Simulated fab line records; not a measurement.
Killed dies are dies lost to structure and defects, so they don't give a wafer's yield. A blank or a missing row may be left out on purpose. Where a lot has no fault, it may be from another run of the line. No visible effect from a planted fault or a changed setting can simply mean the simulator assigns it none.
2 desks, one fault || flow nand-harc || every desk sees just its own numbers, and what lay behind them comes last

FOR THE TOOL OWNER'S DESK: wet-bench-08
The tool's own readings at NHARC_THIN_TSV_STRIP_57 (strips in post etch residue remover, time 1200 s): means of the sampled wafers that have a number, for each lot that ran on this tool. A lot is out of limits, marked OUT, if its mean lies more than 4 standard deviations from the usual mean; the brackets give that distance.
Columns: A = temp-c at NHARC_THIN_TSV_STRIP_57, usual 72.50 C
{"lot": "L244", "first seen here": "day 27 04:56", "A": 72.58}
{"lot": "L247", "first seen here": "day 28 07:54", "A": 72.52}
{"lot": "L248", "first seen here": "day 29 07:49", "A": 72.50}
{"lot": "L249", "first seen here": "day 29 09:00", "A": 72.43}
{"lot": "L252", "first seen here": "day 29 23:17", "A": 72.44}
{"lot": "L258", "first seen here": "day 33 13:51", "A": 72.50}
Finding of this desk: none of the 6 lots has anything out of limits.

THE DEFECT DESK
For each lot, the counts of the inspections along the route, averaged over the sampled wafers that have a number. A lot is out of limits, marked OUT, if its mean lies more than 4 standard deviations from the usual mean; the brackets give that distance.
Columns: A = raw-defect-count at NHARC_THIN_TSV_INSPECT_40, usual 541
{"lot": "L236", "first seen here": "day 24 10:35", "A": 532}
{"lot": "L237", "first seen here": "day 24 10:35", "A": 510}
{"lot": "L239", "first seen here": "day 25 06:47", "A": 410}
{"lot": "L242", "first seen here": "day 26 16:25", "A": 582}
{"lot": "L244", "first seen here": "day 27 09:59", "A": 612}
{"lot": "L247", "first seen here": "day 28 14:05", "A": 493}
{"lot": "L248", "first seen here": "day 29 12:55", "A": 544}
{"lot": "L249", "first seen here": "day 29 12:55", "A": "1049 (+6.1) OUT"}
{"lot": "L252", "first seen here": "day 30 03:18", "A": "1038 (+6.0) OUT"}
{"lot": "L257", "first seen here": "day 33 11:21", "A": 527}
{"lot": "L258", "first seen here": "day 33 21:46", "A": 592}
{"lot": "L259", "first seen here": "day 34 08:19", "A": 586}
This desk finds L249, L252 out of limits, L249 being first, at day 29 12:55 (raw-defect-count at NHARC_THIN_TSV_INSPECT_40). Within limits: L236, L237, L239, L242, L244, L247, L248, L257, L258, L259.

TAKEN TOGETHER
The defect desk could have raised an alarm at day 29 12:55, on L249, L252.
Nothing out of limits was seen by the tool owner's desk.
Tool owner's desk: L249, L252 on record, inside its limits.
Every lot named ran NHARC_THIN_TSV_STRIP_57 on wet-bench-08.

WHAT THE SIMULATOR PUT IN
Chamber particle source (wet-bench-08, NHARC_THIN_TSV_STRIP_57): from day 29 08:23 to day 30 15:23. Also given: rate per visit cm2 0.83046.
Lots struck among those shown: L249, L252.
Hours from the fault's start to each desk's first reading out of limits: the defect desk, 5.
